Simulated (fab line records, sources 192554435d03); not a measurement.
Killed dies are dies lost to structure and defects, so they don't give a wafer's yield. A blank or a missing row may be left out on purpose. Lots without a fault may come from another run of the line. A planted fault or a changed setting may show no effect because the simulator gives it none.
fab line records | flow n5_finfet
record lots=10 wafers=29 last_day=21
route steps=1938 shown BEOL_M11@1539
lots that met no fault: from a run of the same line without faults
start_h: hours from the record's first day to the start of the lot's first wafer shown | wait_h: hours since the lot's step before | " the same as in the row above | L1.1+2: a row that stands for several wafers | - no value, or no start given | * or withheld: withheld | < > ~ a bound
route shown NAME@n: a module of which the file shows steps, and the number in the route of the first | usual: mean/standard deviation of fault-free wafers | same: alike in all rows | chamber/n: place in a boat | sites: the reading at each site | _std_site: their standard deviation | _edge_site: outer sites' mean less inner sites' | radius_mm: how far each site lies from the wafer's centre | mask NAME#n: copy n | behind: the tool/chamber that last shaped the wafer | hold: why the lot was held/for how many hours/how that ended | device: the transistor (n, p or np) that didn't switch | end of line: the same wafers' tests at the end of the route | a step without rows: its recipe alone | killed: dies lost to structure and defects at the first sort, not the wafer's yield | map: a wafer's dies, x killed, . not, _ none there
set.NAME: the setting as run; set.NAME@STEP: as run at that earlier step | model.NAME: the simulator's own value behind a step, which no gauge read
steps of the route over a sample of lots; a table a step, a row a wafer
services: from which hour (start_h, from the record's first day; less than 0 if before it) a tool's chamber was out of use, for how many hours, and why
## steps
# step N5_BEOL_M11_PECVD_70
# recipe material=SiO2 target_thk_a=200 temp_c=400 precursor=TEOS/O2 pressure_torr=5.5 rf_w=450 teos_flow_sccm=53.8 gas=O2 flow_sccm=3000 time_s=22.7
# usual heater_power_w=761/68 showerhead_plenum_p_Torr=8.76/0.068 throttle_valve_pct=22.4/1.4
# columns lot.wafer tool chamber start_h wait_h heater_power_w showerhead_plenum_p_Torr throttle_valve_pct
L451.1 pecvd-03 0 289.24 0.0 743 8.78 22.4
L451.3 " 1 " " 720 8.81 23.8
L451.6 " 0 " " 732 8.78 21.9
L456.2 pecvd-04 1 319.25 0.0 737 8.83 25.2
L456.3 " 2 " " 676 8.77 21.2
L456.5 " 2 " " 685 8.78 20.9
L457.1 pecvd-03 2 325.79 0.0 740 8.69 20.2
L457.2 " 1 " " 609 8.82 23.5
L457.5 " 2 " " 746 8.70 20.0
L455.2 pecvd-01 2 332.59 0.0 796 8.68 21.5
L455.3 " 1 " " 824 8.85 22.9
L455.4 " 0 " " 786 8.67 23.5
L454.2 pecvd-01 2 341.81 0.0 732 8.67 21.3
L454.4 " 1 " " 844 8.88 23.0
L454.6 " 2 " " 732 8.66 21.3
L464.5 pecvd-03 0 372.38 0.1 803 8.80 22.6
L464.6 " 2 " " 805 8.67 20.1
L467.1 pecvd-04 2 382.91 0.0 727 8.78 20.9
L467.2 " 1 " " 677 8.83 25.2
L467.4 " 2 " " 733 8.78 21.2
L469.1 pecvd-01 2 409.53 0.0 840 8.69 21.3
L469.5 " 0 " " 751 8.69 23.5
L469.6 " 1 " " 883 8.86 22.8
L470.2 pecvd-04 0 412.46 0.0 828 8.75 21.9
L470.3 " 2 " " 662 8.80 21.3
L470.4 " 0 " " 838 8.76 21.7
L471.2 pecvd-01 1 462.05 0.0 827 8.86 23.0
L471.3 " 2 " " 809 8.68 21.4
L471.5 " 0 " " 777 8.70 23.6
# step N5_BEOL_M11_STRIP_67
# recipe chemistry=CF4 resist=SiARC power_w=300 bias_power_w=75 pressure_mtorr=50 cf4_flow_sccm=150 rf_frequency_hz=6e+07
# usual cf4_flow_sccm=150.0/0.46 drypump_motor_current_A=5.8/0.37 oes_product_au=0.80/0.075 rf_vpp_V=271.3/1.7 showerhead_plenum_p_Torr=1.80/0.07 throttle_valve_pct=13.50/0.14
# columns lot.wafer tool chamber start_h wait_h cf4_flow_sccm drypump_motor_current_A oes_product_au rf_hours_counter_h rf_vpp_V showerhead_plenum_p_Torr throttle_valve_pct
L451.1 rie_diel-03 3 290.08 0.0 150.0 5.2 0.86 60 272.3 1.89 13.46
L451.3 " 2 " " 149.6 6.2 0.83 89 274.5 1.88 13.39
L451.6 " 1 " " 150.0 5.8 0.69 - 272.2 1.82 14.08
L456.2 rie_diel-03 1 323.81 0.0 150.0 5.8 0.97 5 270.9 1.82 13.53
L456.3 " 2 " " 149.6 6.3 0.81 102 274.5 1.87 13.43
L456.5 " 2 " " 150.0 6.2 0.81 - 273.2 1.87 13.40
L457.1 rie_diel-06 3 327.26 0.0 148.7 5.4 0.83 72 271.2 1.75 13.57
L457.2 " 1 " " 150.0 5.5 0.97 9 272.3 1.80 13.07
L457.5 " 0 " " 150.5 6.2 0.75 - 272.4 1.79 13.46
L455.2 rie_diel-03 2 335.61 0.0 150.4 6.3 0.81 105 272.4 1.87 13.43
L455.3 " 3 " " 150.4 5.2 0.84 75 272.0 1.89 13.49
L455.4 " 0 " " 149.7 6.2 0.76 - 271.6 1.79 13.36
L454.2 rie_diel-02 1 343.02 0.0 151.1 5.4 0.75 173 268.2 1.73 13.58
L454.4 " 2 " " 150.1 5.7 0.73 188 267.0 1.63 13.61
L454.6 " 2 " " 150.2 5.7 0.74 - 268.6 1.64 13.63
L464.5 rie_diel-02 0 376.74 0.0 149.7 5.8 0.88 - 271.3 1.75 13.42
L464.6 " 1 " " 150.2 5.4 0.73 - 269.9 1.73 13.60
L467.1 rie_diel-06 0 386.77 0.0 150.4 6.2 0.74 149 271.0 1.79 13.48
L467.2 " 1 " " 149.8 5.6 0.94 24 272.5 1.80 13.11
L467.4 " 3 " " 149.6 5.4 0.81 90 269.7 1.74 13.59
L469.1 rie_diel-03 0 411.19 0.0 150.0 6.2 0.75 182 270.1 1.78 13.40
L469.5 " 3 " " 149.7 5.1 0.81 - 271.1 1.88 13.55
L469.6 " 2 " " 150.1 6.3 0.78 - 272.5 1.86 13.50
L470.2 rie_diel-06 2 414.48 0.0 151.5 5.2 0.81 92 271.1 1.81 13.31
L470.3 " 3 " " 150.0 5.4 0.81 98 268.7 1.74 13.60
L470.4 " 3 " " 149.7 5.4 0.80 - 271.0 1.74 13.61
L471.2 rie_diel-03 3 463.78 0.0 149.6 5.2 0.80 123 272.2 1.87 13.62
L471.3 " 2 " " 149.6 6.2 0.76 152 272.5 1.86 13.52
L471.5 " 0 " " 150.1 6.1 0.72 - 270.0 1.78 13.44
# step N5_BEOL_M11_ETCH_41
# recipe chemistry=CH3F/O2 target=SiCN target_depth_a=426 taper_deg=2 time_s=86 ion_energy_ev=120 mask_material=TiN pressure_mtorr=30 source_w=395 bias_w=75 Ar_flow_sccm=150 CH3F_flow_sccm=30 O2_flow_sccm=20
# usual drypump_motor_current_A=5.7/0.38 oes_product_au=0.82/0.084 rf_vpp_V=297.7/1.6 showerhead_plenum_p_Torr=2.01/0.066 throttle_valve_pct=16.21/0.17
# columns lot.wafer tool chamber start_h wait_h drypump_motor_current_A oes_product_au rf_hours_counter_h rf_vpp_V showerhead_plenum_p_Torr throttle_valve_pct
L451.1 rie_diel-06 0 - - 6.2 0.76 121 295.7 2.00 16.15
L451.3 " 3 " " 5.4 0.85 62 295.7 1.94 16.25
L451.6 " 0 " " 6.2 0.77 - 297.4 2.00 16.14
L456.2 rie_diel-02 3 - - 5.8 0.71 213 299.6 2.05 16.31
L456.3 " 1 " " 5.4 0.74 168 295.3 1.93 16.25
L456.5 " 1 " " 5.4 0.75 - 295.7 1.93 16.22
L457.1 rie_diel-06 2 - - 5.2 0.82 67 298.2 2.05 16.07
L457.2 " 3 " " 5.5 0.84 73 296.2 1.94 16.26
L457.5 " 0 " " 6.2 0.76 - 296.2 2.00 16.16
L455.2 rie_diel-02 1 - - 5.4 0.74 171 296.3 1.93 16.26
L455.3 " 3 " " 5.9 0.72 217 299.0 2.05 16.33
L455.4 " 0 " " 5.8 0.93 29 297.7 1.98 16.31
L454.2 rie_diel-03 2 - - 6.3 0.81 108 299.1 2.07 16.09
L454.4 " 3 " " 5.2 0.85 - 300.5 2.12 16.29
L454.6 " 0 " " 6.2 0.79 - 298.2 1.98 16.01
L464.5 rie_diel-06 3 - - 5.4 0.82 - 296.1 1.94 16.31
L464.6 " 0 " " 6.2 0.75 - 298.5 1.99 16.20
L467.1 rie_diel-03 2 - - 6.2 0.81 124 299.1 2.07 16.10
L467.2 " 1 " " 5.8 0.92 21 298.5 2.03 16.41
L467.4 " 0 " " 6.2 0.78 176 298.3 1.98 16.00
L469.1 rie_diel-02 1 - - 5.4 0.73 196 295.9 1.92 16.28
L469.5 " 0 " " 5.8 0.88 - 296.7 1.97 16.38
L469.6 " 3 " " 5.9 0.69 - 299.7 2.04 16.40
L470.2 rie_diel-02 1 - - 5.4 0.72 197 294.3 1.92 16.29
L470.3 " 0 " " 5.8 0.88 53 296.2 1.97 16.37
L470.4 " 3 " " 5.9 0.69 243 296.4 2.04 16.39
L471.2 rie_diel-03 2 - - 6.2 0.76 153 299.4 2.06 16.18
L471.3 " 1 " " 5.8 0.89 42 299.6 2.03 16.44
L471.5 " 0 " " 6.2 0.75 - 296.2 1.97 16.09
# step N5_BEOL_M11_SPUTTER_48
# recipe material=Cu target_thk_a=120 temp_c=-20 bias_v=60 power_w=26000 chamber_pressure_pa=0.13 time_s=2
# usual bias_v=60.0/0.57 throttle_valve_pct=30.4/0.73
# columns lot.wafer tool chamber start_h wait_h bias_v throttle_valve_pct
L451.1 pvd_sputter-03 - 292.95 0.1 60.5 32.0
L451.3 " - " " 59.9 30.7
L451.6 " - " " 59.8 29.5
L456.2 pvd_sputter-03 - 327.52 0.2 59.5 29.4
L456.3 " - " " 59.9 30.6
L456.5 " - " " 59.5 32.3
L457.1 pvd_sputter-03 - 330.87 0.1 61.3 29.2
L457.2 " - " " 61.0 30.3
L457.5 " - " " 59.4 30.2
L455.2 pvd_sputter-02 - 339.04 0.1 59.2 29.7
L455.3 " - " " 60.6 30.8
L455.4 " - " " 60.0 29.9
L454.2 pvd_sputter-02 - 347.54 0.1 59.6 30.5
L454.4 " - " " 60.0 30.1
L454.6 " - " " 60.5 30.6
L464.5 pvd_sputter-02 - 381.34 0.1 60.6 29.8
L464.6 " - " " 59.6 31.0
L467.1 pvd_sputter-03 - 392.17 0.2 59.6 30.7
L467.2 " - " " 61.1 30.0
L467.4 " - " " 60.2 29.4
L469.1 pvd_sputter-03 - 416.88 0.2 60.1 31.8
L469.5 " - " " 60.4 30.1
L469.6 " - " " 60.0 28.9
L470.2 pvd_sputter-01 - 421.43 0.3 60.4 30.8
L470.3 " - " " 59.8 30.8
L470.4 " - " " 59.2 30.0
L471.2 pvd_sputter-03 - 469.42 0.1 60.2 30.1
L471.3 " - " " 60.0 31.6
L471.5 " - " " 60.7 30.1
# step N5_BEOL_M11_CMP_52
# recipe stop_on=SiCOH_lowk t_overpolish_s=7 down_force_psi=1 platen_rpm=50 clearing_platen_down_force_psi=1.5 clearing_platen_rpm=50 post_cmp_clean=cu_alkaline target_thk_nm=140 clearing_platen_pad_velocity_m_s=0.99484 pad_velocity_m_s=0.99484
# usual barrier_field_endpoint_s=29.4/1.1 motor_current_A=6.1/0.45 overpolish_run_s=6.999/0.0088 platen_rpm=50.00/0.03
# columns lot.wafer tool chamber start_h wait_h barrier_field_endpoint_s motor_current_A overpolish_run_s platen_rpm
L451.1 cmp-02 2 293.55 0.3 28.0 6.5 6.994 49.96
L451.3 " 3 " " 28.4 6.0 6.982 50.01
L451.6 " 1 " " 29.6 6.9 7.011 49.98
L456.2 cmp-03 1 328.41 0.3 29.1 5.3 6.999 49.94
L456.3 " 2 " " 29.3 5.1 7.002 50.03
L456.5 " 0 " " 30.1 5.6 6.990 50.01
L457.2 cmp-04 2 331.47 0.3 28.7 5.8 7.002 50.03
L457.1 " 3 " " 28.6 6.2 6.987 50.00
L457.5 " 1 " " 27.5 6.2 6.997 50.01
L455.2 cmp-03 3 342.04 0.2 29.4 6.3 7.004 49.99
L455.4 " 1 " " 30.0 5.3 6.999 49.99
L455.3 " 2 " " 30.3 5.1 7.014 49.98
L454.4 cmp-02 2 348.21 0.1 29.0 6.1 6.998 50.05
L454.2 " 0 " " 28.6 6.6 7.000 50.01
L454.6 " 2 " " 28.5 6.2 6.999 50.00
L464.5 cmp-03 0 382.26 0.2 30.4 6.2 7.016 49.97
L464.6 " 1 " " 47.1 5.4 0.038 49.97
L467.1 cmp-04 2 392.70 0.3 29.0 6.1 7.024 50.04
L467.4 " 3 " " 30.4 6.0 6.995 50.03
L467.2 " 0 " " 29.9 6.2 7.017 50.02
L469.1 cmp-04 1 417.48 0.3 28.2 6.2 6.996 49.96
L469.6 " 3 " " 29.1 6.1 7.001 50.02
L469.5 " 0 " " 30.6 6.4 7.004 49.97
L470.4 cmp-03 3 422.40 0.1 31.4 6.5 6.994 49.98
L470.2 " 0 " " 30.5 6.0 7.006 49.93
L470.3 " 2 " " 30.7 5.2 6.996 49.96
L471.3 cmp-03 0 470.07 0.2 30.4 6.0 7.007 49.98
L471.2 " 1 " " 28.5 5.5 7.006 50.02
L471.5 " 1 " " 28.9 5.4 6.995 49.98
## services
# columns tool chamber start_h hours kind
cmp-02 - 278.14 6.8 pm
cmp-03 - 278.64 4.0 pm
cmp-04 - 283.36 2.0 repair
cmp-04 - 309.70 0.3 repair
cmp-02 - 316.58 2.1 repair
rie_diel-03 1 329.37 6.6 repair
rie_diel-03 1 340.94 8.2 repair
rie_diel-03 0 353.27 4.3 repair
cmp-03 - 353.81 6.1 pm
pecvd-04 0 377.57 5.4 repair
rie_diel-02 0 384.42 8.9 repair
rie_diel-02 1 402.36 6.6 repair
rie_diel-02 2 408.53 8.2 repair
cmp-04 - 412.24 1.4 repair
rie_diel-06 - 416.45 15.6 pm
pvd_sputter-03 - 423.06 8.9 repair
cmp-04 - 423.55 1.4 repair
rie_diel-03 1 423.86 10.7 repair
cmp-02 - 424.48 1.6 repair
cmp-03 - 427.87 0.4 repair
cmp-04 - 432.73 0.3 repair
rie_diel-03 2 433.58 1.2 repair
pvd_sputter-03 - 444.22 1.9 repair
cmp-03 - 457.88 5.0 repair
## key
first_sign step=N5_BEOL_M11_CMP_52 reading=overpolish_run_s direction=down sigmas=99+ usual=6.999 struck=0.038
effect step=N5_BEOL_M11_CMP_52 reading=barrier_field_endpoint_s direction=up sigmas=16 usual=29.4 struck=47.1
met_at N5_BEOL_M11_PECVD_70
struck_lots L464
struck_wafers L464.6
not_acting_at N5_BEOL_M11_STRIP_67,N5_BEOL_M11_ETCH_41,N5_BEOL_M11_SPUTTER_48
onset_between 325.79 372.38
fault kind=process_parameter_drift tool=pecvd-03 chamber=- onset_h=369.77 steps=N5_BEOL_M11_PECVD_70 channel=time_s offset=* shape=step end_h=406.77 scope=struck_wafers_only acts_in=* stated=*
